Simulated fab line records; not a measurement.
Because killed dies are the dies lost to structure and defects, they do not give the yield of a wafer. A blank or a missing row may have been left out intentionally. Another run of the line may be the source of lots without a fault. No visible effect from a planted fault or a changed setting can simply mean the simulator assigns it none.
Which tool was responsible? | flow n5Finfet | 35 wafers from 12 lots sampled at 4 of the route's 1938 steps

== WHAT EACH GAUGE READ, for each wafer ==
N5_DUMMY_GATE_INSPECT_27: inspects for defects (brightfield). Usual: rawDefectCount at 286, with a standard deviation of 88.
lot  | measured    | on               | rawDefectCount | flag
L924 | day 2 23:47 | defectInspect-01 | 429 251 280    | 
L925 | day 3 05:10 | defectInspect-02 | 296 177 263    | 
L926 | day 3 16:17 | defectInspect-02 | 168 190 185    | 
L927 | day 3 16:50 | defectInspect-02 | 316 456 260    | 
L929 | day 4 05:43 | defectInspect-02 | 301 231        | 
L930 | day 4 10:37 | defectInspect-02 | 303 232 295    | 
L938 | day 6 11:20 | defectInspect-02 | 302 416 304    | 
L939 | day 6 18:30 | defectInspect-01 | 261 403 361    | 
L940 | day 7 00:14 | defectInspect-02 | 346 487 304    | 
L942 | day 7 13:04 | defectInspect-02 | 411 440 370    | 
L946 | day 8 14:10 | defectInspect-02 | 317 257 207    | 
L947 | day 8 17:05 | defectInspect-01 | 492 323 586    | 

N5_SD_EPI_P_OVL_MEAS_10. Usual: SD_P_BLK_OVL typically reads -0.6 nm, with standard deviation 0.62.
lot  | measured    | on         | SD_P_BLK_OVL (nm) | flag
L924 | day 3 06:08 | overlay-01 | -0.8 -1.2 -0.3    | 
L925 | day 3 11:31 | overlay-02 | -0.6 -0.8 0.3     | 
L926 | day 3 21:39 | overlay-01 | -1.1 0.1 -0.8     | 
L927 | day 3 22:22 | overlay-02 | -0.6 -1.4 0.0     | 
L929 | day 4 10:56 | overlay-02 | -0.7 -0.2         | 
L930 | day 4 16:07 | overlay-01 | -0.3 -1.7 -1.6    | 
L938 | day 6 16:46 | overlay-02 | 0.1 0.0 -0.8      | 
L939 | day 7 00:05 | overlay-01 | -1.4 -0.5 -0.6    | 
L940 | day 7 05:44 | overlay-02 | -0.7 -1.1 -0.1    | 
L942 | day 7 18:44 | overlay-01 | -0.8 -1.0 -0.8    | 
L946 | day 8 20:37 | overlay-02 | -0.7 -0.8 -1.0    | 
L947 | day 8 22:59 | overlay-02 | 0.3 -1.2 -1.7     | 

== EACH LOT AND THE TOOL THAT RAN IT (in order: tool; ch and the chambers of the sampled wafers; start) ==
lot  | N5_SD_EPI_N_ETCH_45              | N5_SD_EPI_P_COAT_35
L924 | rieDiel-04 ch 1,3, day 3 01:32   | lithoTrack-01 ch 0, day 3 05:44
L925 | rieDiel-04 ch 0,2,3, day 3 06:55 | lithoTrack-05 ch 0, day 3 11:07
L926 | rieDiel-05 ch 0,2,3, day 3 17:47 | lithoTrack-01 ch 0, day 3 21:16
L927 | rieDiel-05 ch 0,3, day 3 18:28   | lithoTrack-01 ch 0, day 3 22:06
L929 | rieDiel-04 ch 1,2, day 4 07:11   | lithoTrack-05 ch 0, day 4 10:40
L930 | rieDiel-04 ch 0,2,3, day 4 12:14 | lithoTrack-01 ch 0, day 4 15:43
L938 | rieDiel-01 ch 1,2,3, day 6 13:02 | lithoTrack-05 ch 0, day 6 16:29
L939 | rieDiel-04 ch 0,1, day 6 20:13   | lithoTrack-05 ch 0, day 6 23:41
L940 | rieDiel-05 ch 0,1,2, day 7 01:59 | lithoTrack-03 ch 0, day 7 05:28
L942 | rieDiel-01 ch 0,3, day 7 14:52   | lithoTrack-03 ch 0, day 7 18:20
L946 | rieDiel-01 ch 0,2,3, day 8 15:54 | lithoTrack-01 ch 0, day 8 20:13
L947 | rieDiel-05 ch 1,2, day 8 18:54   | lithoTrack-01 ch 0, day 8 22:35
- N5_SD_EPI_N_ETCH_45: etches SiOCN in CH3F/O2, target depth 6 nm.
- N5_SD_EPI_P_COAT_35: time 60 s, resist thk 35 nm.

== WHAT THE TOOLS THEMSELVES READ (means of the sampled wafers that have a number; where no wafer has one, the mark that the record gives instead) ==
N5_SD_EPI_N_ETCH_45. Usual: drypumpMotorCurrentA 5.4 A, standard deviation 0.55; mfcArSccm 150.0 sccm, standard deviation 0.45; oesProductAu 0.74 a.u., standard deviation 0.078; rfVppV 127.2 V, standard deviation 1; showerheadPlenumPTorr 1.96 Torr, standard deviation 0.064; throttleValvePct 23.3 %, standard deviation 0.3.
lot  | tool       | drypumpMotorCurrentA (A) | mfcArSccm (sccm) | oesProductAu (a.u.) | rfVppV (V) | showerheadPlenumPTorr (Torr) | throttleValvePct (%) | flag
L924 | rieDiel-04 | 5.1                      | 149.5            | 0.71                | 127.5      | 1.94                         | 23.2                 | 
L925 | rieDiel-04 | 5.2                      | 149.7            | 0.72                | 127.5      | 1.99                         | 23.5                 | 
L926 | rieDiel-05 | 5.4                      | 150.0            | 0.78                | 128.1      | 1.97                         | 23.1                 | 
L927 | rieDiel-05 | 5.6                      | 150.0            | 0.70                | 127.4      | 1.94                         | 23.1                 | 
L929 | rieDiel-04 | 5.3                      | 149.9            | 0.71                | 126.7      | 1.89                         | 23.1                 | 
L930 | rieDiel-04 | 5.2                      | 150.0            | 0.72                | 127.8      | 1.99                         | 23.5                 | 
L938 | rieDiel-01 | 5.3                      | 150.3            | 0.70                | 127.2      | 1.99                         | 23.2                 | 
L939 | rieDiel-04 | 5.5                      | 149.7            | 0.68                | 126.7      | 1.93                         | 23.5                 | 
L940 | rieDiel-05 | 5.9                      | 150.0            | 0.86                | 128.1      | 1.97                         | 23.0                 | 
L942 | rieDiel-01 | 4.9                      | 149.8            | 0.87                | 127.2      | 1.96                         | 23.2                 | 
L946 | rieDiel-01 | 5.3                      | 149.7            | 0.75                | 127.0      | 1.95                         | 23.2                 | 
L947 | rieDiel-05 | 5.6                      | 150.3            | 0.80                | 127.4      | 1.98                         | 23.1                 | 

N5_SD_EPI_P_COAT_35. Usual: chillPlateTempC 23.01 C, standard deviation 0.12; dispensePressureKPa 52 kPa, standard deviation 3.2; resistLineTempC 22.99 C, standard deviation 0.11; spinSpeedRpm 1499.8 rpm, standard deviation 1.3.
lot  | tool          | chillPlateTempC (C) | dispensePressureKPa (kPa) | resistLineTempC (C) | spinSpeedRpm (rpm) | flag
L924 | lithoTrack-01 | 23.11               | 49                        | 23.03               | 1497.8             | 
L925 | lithoTrack-05 | 23.09               | 51                        | 22.97               | 1498.7             | 
L926 | lithoTrack-01 | 22.96               | 49                        | 22.93               | 1500.5             | 
L927 | lithoTrack-01 | 22.87               | 49                        | 22.93               | 1499.7             | 
L929 | lithoTrack-05 | 22.99               | 51                        | 22.95               | 1500.2             | 
L930 | lithoTrack-01 | 23.06               | 49                        | 23.00               | 1499.9             | 
L938 | lithoTrack-05 | 22.98               | 51                        | 22.98               | 1541.9             | OFF
L939 | lithoTrack-05 | 23.02               | 51                        | 23.09               | 1540.9             | OFF
L940 | lithoTrack-03 | 22.82               | 56                        | 23.09               | 1500.1             | 
L942 | lithoTrack-03 | 23.10               | 56                        | 22.92               | 1499.6             | 
L946 | lithoTrack-01 | 23.06               | 49                        | 22.85               | 1500.4             | 
L947 | lithoTrack-01 | 23.13               | 49                        | 23.01               | 1499.2             | 

== THE ANSWER, worked out from the rows above alone ==
Rule: take the mean of a lot's wafers that have a number; if it is more than 3 standard deviations from the usual mean, the lot is off. Also off: a lot with no number at a reading for which 4 or more lots have one. The other lots that the step has rows for count as sound. The gauges are gone through in route order, then the tools' own readings, and for those a lot's mean is taken as printed above. At the first step where some lot is off, the reading lying furthest off is the one used; lots without a number count as furthest.
Off, at N5_SD_EPI_P_COAT_35 on spinSpeedRpm: L938, L939.
If a tool, at that step or one of the process steps before it, ran each lot that is off and ran no sound lot following the first of them, it fits. One fits: N5_SD_EPI_P_COAT_35 on lithoTrack-05. A fault onset in the window from L929 (day 4 10:40, its last sound lot) to L938 (day 6 16:29, its first lot off) fits.
The tool's own readings at N5_SD_EPI_P_COAT_35 bear it out: on the lots that are off they differ by more than 5 times the standard deviation of the sound lots' means. spinSpeedRpm reads 1541.4 rpm there against 1499.6 rpm on the sound lots.

== WHAT HAD BEEN PUT IN BY THE SIMULATOR ==
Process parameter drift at N5_SD_EPI_P_COAT_35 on lithoTrack-05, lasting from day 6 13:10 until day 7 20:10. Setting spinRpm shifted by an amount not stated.
Lots struck among those shown: L938, L939. Same finding as the rule above.
